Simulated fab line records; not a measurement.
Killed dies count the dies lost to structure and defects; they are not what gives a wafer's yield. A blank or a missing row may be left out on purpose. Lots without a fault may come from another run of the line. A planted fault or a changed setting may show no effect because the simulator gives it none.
Matching of chambers    flow nand_harc    NHARC_A_WL_FILL_ALD_00 on ald_hk-02: 4 sister chambers
The step deposits Al2O3, target thk 3 nm, pulse time 3 s, ald cycles 30. 8 wafers are shown with their chamber, then 7 later ones without.

== WAFERS WITH THEIR CHAMBER ==
wafer   chamber  heater_power_w (W)  precursor_pulse_height_rel
L075.4  2        448                 1.007
L075.5  0        503                 0.971
L076.2  1        391                 1.015
L082.1  2        409                 0.949
L082.2  0        542                 1.008
L082.6  3        432                 0.957
L083.3  3        447                 0.990
L083.4  1        379                 1.005

== WAFERS MISSING THEIR CHAMBER ==
wafer   heater_power_w (W)  precursor_pulse_height_rel
L083.5  542                 1.013
L090.1  529                 0.996
L090.3  391                 0.993
L090.6  401                 1.019
L092.1  434                 0.959
L092.3  390                 1.004
L092.6  538                 1.008

== THE CHAMBER EACH PASSED THROUGH ==
wafer   from the rows above           in truth
L083.5  0                             0
L090.1  0                             0
L090.3  can't be placed: 1 or 2 or 3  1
L090.6  can't be placed: 1 or 2 or 3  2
L092.1  can't be placed: 3 or 2       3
L092.3  can't be placed: 1 or 2       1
L092.6  0                             0
Correctly placed: 3 of 7. Unplaceable from these rows: 4, with the true chamber sitting among the candidates in 4. 0 placed wrongly.
How it was worked out, from the rows above alone: a wafer's distance from a chamber is the root of the sum, over the readings, of the square of ((its reading less the chamber's mean) divided by the reading's scatter). The wafer belongs to the nearest chamber; if the next one is less than 2 further off, it can't be placed. For every chamber, the mean is computed from those of its wafers that are shown. The scatter is the square root of a quotient: the sum, over the shown wafers, of each reading's squared deviation from its chamber's mean, divided by wafers minus chambers.
